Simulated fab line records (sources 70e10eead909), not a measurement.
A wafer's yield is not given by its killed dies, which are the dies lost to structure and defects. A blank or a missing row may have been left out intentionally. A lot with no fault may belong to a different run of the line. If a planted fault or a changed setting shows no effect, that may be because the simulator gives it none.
Chamber matching    flow nandHarc    NHARC_P_M0_DEP_32 on pecvd-01: 3 sister chambers
The step deposits SiCN, target thk 30 nm. 3 wafers are shown with their chamber, then 7 later ones without.

## EACH WAFER AND ITS CHAMBER
wafer   chamber  heaterPowerW (W)
L084.5  0        660
L088.2  1        498
L088.3  2        525

## WAFERS WHOSE CHAMBER IS MISSING
wafer   heaterPowerW (W)
L088.6  501
L086.1  499
L086.5  504
L086.6  431
L092.4  619
L092.5  554
L092.6  507

## WHICH CHAMBER EACH ONE RAN IN
wafer   from the rows above      in truth
L088.6  can't be placed: 1 or 2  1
L086.1  can't be placed: 1 or 2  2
L086.5  can't be placed: 1 or 2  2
L086.6  can't be placed: 1 or 2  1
L092.4  can't be placed: 0 or 2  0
L092.5  can't be placed: 2 or 1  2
L092.6  can't be placed: 1 or 2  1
0 of 7 placed correctly. Can't be placed from these rows: 7 (the true chamber is among the candidates in 7). 0 placed wrongly.
How it was worked out, from the rows above alone: a wafer's distance from a chamber is the root of the sum, over the readings, of the square of ((its reading less the chamber's mean) divided by the reading's scatter). If the next closest chamber is less than 2 further off than the closest, the wafer can't be placed; otherwise it belongs to the closest. Each chamber's mean is taken over the wafers shown for it. The scatter: root of mean squared gap, hidden wafer to nearest shown wafer, with one shown wafer a chamber.
